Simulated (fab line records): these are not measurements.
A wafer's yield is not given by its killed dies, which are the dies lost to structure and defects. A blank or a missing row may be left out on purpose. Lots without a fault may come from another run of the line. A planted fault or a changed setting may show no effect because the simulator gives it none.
Which tool is to blame? | flow n5-finfet | 10 lots, 30 wafers sampled, at 5 steps of a route of 1938

## WHAT THE GAUGES READ, wafer by wafer
N5_BEOL_M4_RC_MEAS_101. Usual: DIBL_N 37.5 mV/V, standard deviation 2.5; DIBL_P 38 mV/V, standard deviation 3.1; IOFF_N 0.19 nA/um, standard deviation 0.059; IOFF_P 0.24 nA/um, standard deviation 0.061; ION_N 679 uA/um, standard deviation 16; ION_P 465 uA/um, standard deviation 9.8; RC_DENSE_N 19.3 ohm.um, standard deviation 0.65; RC_DENSE_P 24.2 ohm.um, standard deviation 0.81; RC_N 15.7 ohm.um, standard deviation 0.52; RC_P 19.7 ohm.um, standard deviation 0.64; REXT_N 75.6 ohm.um, standard deviation 1.8; SS_N 72.0 mV/dec, standard deviation 0.8; SS_P 73.7 mV/dec, standard deviation 0.86; VT_N 248 mV, standard deviation 4.5; VT_P -249 mV, standard deviation 3.5.
lot  | measured     | on        | DIBL_N (mV/V)  | DIBL_P (mV/V) | IOFF_N (nA/um) | IOFF_P (nA/um) | ION_N (uA/um) | ION_P (uA/um) | RC_DENSE_N (ohm.um) | RC_DENSE_P (ohm.um) | RC_N (ohm.um)  | RC_P (ohm.um)  | REXT_N (ohm.um) | SS_N (mV/dec)  | SS_P (mV/dec)  | VT_N (mV)   | VT_P (mV)      | flag
L606 | day 8 02:04  | prober-02 | 37.3 37.3 37.4 | 38 40 38      | 0.18 0.19 0.18 | 0.23 0.27 0.22 | 677 675 676   | 459 465 460   | 18.6 17.1 19.7      | 23.6 21.7 24.5      | 15.2 14.0 15.8 | 19.1 17.8 19.9 | 74.2 73.6 73.9  | 72.0 72.5 72.6 | 73.5 74.2 73.8 | 250 248 255 | -250 -248 -252 |
L608 | day 8 20:26  | prober-01 | 35.7 33.3 37.1 | 36 34 38      | 0.15 0.11 0.18 | 0.19 0.17 0.24 | 673 651 669   | 458 455 461   | 19.9 19.8 19.8      | 24.9 24.8 24.8      | 16.2 16.2 16.2 | 20.4 20.3 20.3 | 76.7 78.3 76.7  | 71.9 70.6 71.6 | 72.4 71.8 73.8 | 253 255 248 | -250 -253 -249 |
L610 | day 8 23:56  | prober-02 | 31.0 33.5 33.7 | 28 33 35      | 0.08 0.12 0.13 | 0.12 0.18 0.19 | 644 679 672   | 452 467 462   | 18.7 19.9 19.2      | 23.3 24.9 23.7      | 15.1 16.1 15.6 | 19.0 20.3 19.5 | 75.0 76.5 77.1  | 70.6 69.8 70.2 | 70.8 72.5 73.0 | 259 253 250 | -255 -251 -250 |
L613 | day 10 21:11 | prober-01 | 34.4 38.7 37.1 | 35 39 37      | 0.10 0.18 0.14 | 0.16 0.24 0.20 | 657 673 651   | 453 467 452   | 19.6 19.3 19.4      | 24.5 23.9 24.1      | 16.0 15.8 15.9 | 19.6 19.5 19.5 | 75.3 74.4 74.1  | 70.8 71.8 71.5 | 73.2 74.1 73.1 | 260 247 252 | -253 -249 -251 |
L614 | day 10 09:25 | prober-01 | 41.4 37.6 38.9 | 40 35 38      | 0.27 0.15 0.19 | 0.33 0.21 0.28 | 702 671 679   | 477 458 468   | 18.7 19.0 19.0      | 23.3 23.8 23.4      | 15.1 15.4 15.4 | 19.0 19.4 19.3 | 72.4 73.1 74.3  | 72.5 71.6 72.4 | 74.7 73.5 73.4 | 244 255 246 | -244 -247 -244 |
L618 | day 11 17:02 | prober-02 | 37.5 36.4 36.5 | 37 34 35      | 0.20 0.16 0.18 | 0.30 0.23 0.26 | 706 689 684   | 489 470 479   | 18.8 19.1 19.2      | 23.8 24.1 24.1      | 15.4 15.8 15.6 | 19.5 19.7 19.7 | 74.0 74.1 74.3  | 70.9 72.0 71.7 | 73.4 72.9 72.7 | 242 249 249 | -244 -248 -244 |
L619 | day 11 19:22 | prober-02 | 36.5 38.3      | 37 38         | 0.14 0.19      | 0.21 0.27      | 650 674       | 450 466       | 26.9 25.9           | 33.4 32.3           | 21.8 21.2      | 27.1 26.2      | 83.5 82.3       | 71.5 72.0      | 73.3 74.3      | 252 248     | -250 -248      | OFF
L620 | day 11 18:13 | prober-01 | 39.9 39.4 39.4 | 42 43 43      | 0.28 0.25 0.26 | 0.31 0.32 0.32 | 693 682 678   | 466 463 466   | 26.1 25.7 25.7      | 32.8 32.5 32.3      | 21.3 21.1 20.9 | 26.6 26.4 26.3 | 80.2 81.3 81.0  | 72.3 71.7 72.6 | 74.8 75.0 74.6 | 242 246 243 | -245 -244 -246 | OFF
L622 | day 12 19:31 | prober-01 | 40.7 38.4      | 41 37         | 0.24 0.19      | 0.26 0.20      | 689 657       | 467 448       | 26.5 25.8           | 33.0 32.0           | 21.5 20.9      | 26.9 26.0      | 85.6 85.3       | 72.1 72.4      | 74.2 73.8      | 243 251     | -248 -255      | OFF
L623 | day 12 20:11 | prober-02 | 34.5 36.0 39.9 | 35 35 40      | 0.14 0.14 0.24 | 0.21 0.20 0.28 | 668 668 696   | 462 459 475   | 18.9 19.2 19.4      | 23.7 24.1 24.2      | 15.5 15.8 15.7 | 19.3 19.3 19.9 | 76.2 74.8 74.1  | 70.9 71.2 71.8 | 73.5 73.8 74.1 | 249 251 244 | -249 -250 -246 |

## WHICH TOOL RAN EACH LOT (tool, then ch and the chambers of the sampled wafers, then the start)
lot  | N5_MOL_CONTACT_COAG_ETCH_59       | N5_MOL_CONTACT_COAG_IMPLANT_129 | N5_MOL_CONTACT_COAG_SIL_ANNEAL_21 | N5_MOL_CONTACT_COAG_PRE_CLEAN_141
L606 | rie-diel-01 ch 0,2,3, day 4 23:09 | implanter-02 ch 0, day 4 23:36  | rtp-anneal-01 ch 0, day 5 00:34   | pvd-sputter-01, day 5 02:52
L608 | rie-diel-01 ch 0,3, day 5 09:24   | implanter-02 ch 0, day 5 09:48  | rtp-anneal-01 ch 0, day 5 14:03   | pvd-sputter-01, day 5 14:34
L610 | rie-diel-05 ch 2,3, day 6 01:58   | implanter-02 ch 0, day 6 02:24  | rtp-anneal-01 ch 0, day 6 03:20   | pvd-sputter-03, day 6 03:44
L613 | rie-diel-03 ch 0,3, day 6 17:24   | implanter-01 ch 0, day 6 17:48  | rtp-anneal-01 ch 0, day 6 18:46   | pvd-sputter-03, day 6 19:19
L614 | rie-diel-01 ch 1,2,3, day 6 22:34 | implanter-02 ch 0, day 6 22:57  | rtp-anneal-02 ch 0, day 7 00:38   | pvd-sputter-01, day 7 01:11
L618 | rie-diel-03 ch 2,3, day 8 01:36   | implanter-02 ch 0, day 8 02:10  | rtp-anneal-01 ch 0, day 8 03:44   | pvd-sputter-01, day 8 04:31
L619 | rie-diel-01 ch 0,1, day 8 02:37   | implanter-02 ch 0, day 8 03:05  | rtp-anneal-02 ch 0, day 8 04:12   | pvd-sputter-02, day 8 06:41
L620 | rie-diel-01 ch 0,1, day 8 09:49   | implanter-02 ch 0, day 8 10:14  | rtp-anneal-01 ch 0, day 8 11:50   | pvd-sputter-01, day 8 12:24
L622 | rie-diel-01 ch 1,2,3, day 8 23:52 | implanter-02 ch 0, day 9 00:17  | rtp-anneal-02 ch 0, day 9 01:21   | pvd-sputter-02, day 9 02:11
L623 | rie-diel-01 ch 2,3, day 9 05:13   | implanter-01 ch 0, day 9 05:37  | rtp-anneal-01 ch 0, day 9 08:06   | pvd-sputter-03, day 9 09:02
- N5_MOL_CONTACT_COAG_ETCH_59: etches underlayer in N2/H2, target depth 13 nm, time 10.4 s.
- N5_MOL_CONTACT_COAG_IMPLANT_129
- N5_MOL_CONTACT_COAG_SIL_ANNEAL_21: time 60 s.
- N5_MOL_CONTACT_COAG_PRE_CLEAN_141: time 60 s.

## WHAT THE TOOLS THEMSELVES READ (means of the sampled wafers that have a number; where no wafer has one, the mark that the record gives instead)
N5_MOL_CONTACT_COAG_ETCH_59. Usual: for drypump-motor-current-A, 5.6 A with a standard deviation of 0.36; for etch-rf-on-time-s, 10.5 s with a standard deviation of 0.32; for oes-product-au, 0.67 a.u. with a standard deviation of 0.085; for rf-fwd-power-W, 819.4 W with a standard deviation of 2.4; for rf-vpp-V, 525.0 V with a standard deviation of 2.7; for showerhead-plenum-p-Torr, 2.58 Torr with a standard deviation of 0.097; for throttle-valve-pct, 17.9 % with a standard deviation of 0.41.
lot  | tool        | drypump-motor-current-A (A) | etch-rf-on-time-s (s) | oes-product-au (a.u.) | rf-fwd-power-W (W) | rf-vpp-V (V) | showerhead-plenum-p-Torr (Torr) | throttle-valve-pct (%) | flag
L606 | rie-diel-01 | 5.8                         | 10.7                  | 0.62                  | 818.3              | 523.6        | 2.52                            | 17.9                   |
L608 | rie-diel-01 | 5.7                         | 10.8                  | 0.64                  | 819.4              | 524.4        | 2.58                            | 17.7                   |
L610 | rie-diel-05 | 5.9                         | 10.2                  | 0.67                  | 819.9              | 522.5        | 2.48                            | 17.6                   |
L613 | rie-diel-03 | 5.4                         | 10.9                  | 0.66                  | 817.8              | 525.9        | 2.58                            | 17.8                   |
L614 | rie-diel-01 | 5.5                         | 10.5                  | 0.62                  | 818.1              | 523.2        | 2.53                            | 18.0                   |
L618 | rie-diel-03 | 5.6                         | 10.5                  | 0.71                  | 817.3              | 528.0        | 2.67                            | 17.4                   |
L619 | rie-diel-01 | 5.3                         | 10.5                  | 0.65                  | 819.5              | 526.2        | 2.62                            | 18.3                   |
L620 | rie-diel-01 | 5.5                         | 10.4                  | 0.73                  | 819.1              | 524.9        | 2.60                            | 18.0                   |
L622 | rie-diel-01 | 5.5                         | 10.6                  | 0.69                  | 819.1              | 526.7        | 2.62                            | 17.9                   |
L623 | rie-diel-01 | 5.7                         | 10.6                  | 0.71                  | 820.6              | 527.1        | 2.60                            | 17.5                   |

N5_MOL_CONTACT_COAG_IMPLANT_129. Usual: beam-energy-keV 2.9999, standard deviation 0.00086; end-station-pressure-torr 5.8e-06 Torr, standard deviation 3.1e-07.
lot  | tool         | beam-energy-keV | end-station-pressure-torr (Torr) | flag
L606 | implanter-02 | 3.0004          | 5.9e-06                          |
L608 | implanter-02 | 2.9996          | 5.6e-06                          |
L610 | implanter-02 | 2.9992          | 5.9e-06                          |
L613 | implanter-01 | 3.0011          | 5.8e-06                          |
L614 | implanter-02 | 2.9991          | 5.7e-06                          |
L618 | implanter-02 | 3.0005          | 5.7e-06                          |
L619 | implanter-02 | 1.1909          | 8.6e-06                          | OFF
L620 | implanter-02 | 1.1919          | 8.5e-06                          | OFF
L622 | implanter-02 | 1.1929          | 8.7e-06                          | OFF
L623 | implanter-01 | 3.0006          | 6.0e-06                          |

N5_MOL_CONTACT_COAG_SIL_ANNEAL_21. Usual: lamp-power-pct 6.03 %, standard deviation 0.13; wafer_temp_C_max 552.4, standard deviation 0.66.
lot  | tool          | lamp-power-pct (%) | wafer_temp_C_max | flag
L606 | rtp-anneal-01 | 6.20               | 551.8            |
L608 | rtp-anneal-01 | 6.20               | 552.5            |
L610 | rtp-anneal-01 | 6.19               | 552.0            |
L613 | rtp-anneal-01 | 6.19               | 551.8            |
L614 | rtp-anneal-02 | 5.93               | 552.9            |
L618 | rtp-anneal-01 | 6.19               | 551.7            |
L619 | rtp-anneal-02 | 5.93               | 552.4            |
L620 | rtp-anneal-01 | 6.20               | 551.6            |
L622 | rtp-anneal-02 | 5.93               | 552.6            |
L623 | rtp-anneal-01 | 6.19               | 551.4            |

N5_MOL_CONTACT_COAG_PRE_CLEAN_141. Usual: heater-power-w at 456 W, with a standard deviation of 43.
lot  | tool           | heater-power-w (W) | flag
L606 | pvd-sputter-01 | 491                |
L608 | pvd-sputter-01 | 454                |
L610 | pvd-sputter-03 | 444                |
L613 | pvd-sputter-03 | 449                |
L614 | pvd-sputter-01 | 449                |
L618 | pvd-sputter-01 | 462                |
L619 | pvd-sputter-02 | 449                |
L620 | pvd-sputter-01 | 490                |
L622 | pvd-sputter-02 | 487                |
L623 | pvd-sputter-03 | 405                |

## THE ANSWER, worked out from the rows above alone
Rule: take the mean of a lot's wafers that have a number; if it is more than 3 standard deviations from the usual mean, the lot is off. A lot without any number at a reading at which 4 lots or more have one is off too. All remaining lots with rows at the step are treated as sound. First the gauges in route order, then the tools' own readings, where a lot's mean is used as printed above. At the first step where some lot is off, the reading lying furthest off is the one used; lots without a number count as furthest.
Off: at N5_BEOL_M4_RC_MEAS_101 (RC_N), L619, L620, L622.
If a tool, at a process step before that reading, ran all the lots that are off and no sound lot after the first of them, it fits. Not tried: the gauges at N5_BEOL_M4_RC_MEAS_101; whatever is off there is also off at N5_MOL_CONTACT_COAG_IMPLANT_129, on other tools, and gauge error can't account for it. One fits: N5_MOL_CONTACT_COAG_IMPLANT_129 on implanter-02. A fault onset in the window from L618 (day 8 02:10, its last sound lot) to L619 (day 8 03:05, its first lot off) fits.
The tool's own readings at N5_MOL_CONTACT_COAG_IMPLANT_129 bear it out: on the lots that are off they differ by more than 5 times the standard deviation of the sound lots' means. beam-energy-keV reads 1.1919 there against 3.0001 on the sound lots; end-station-pressure-torr reads 8.6e-06 Torr there against 5.8e-06 Torr on the sound lots.

## WHAT THE SIMULATOR PUT IN
Process parameter drift: implanter-02, from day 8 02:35 on, at N5_MOL_CONTACT_COAG_IMPLANT_129. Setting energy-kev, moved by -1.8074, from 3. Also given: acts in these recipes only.
Struck lots among those shown: L620, L619, L622. The rule given above showed the same thing.
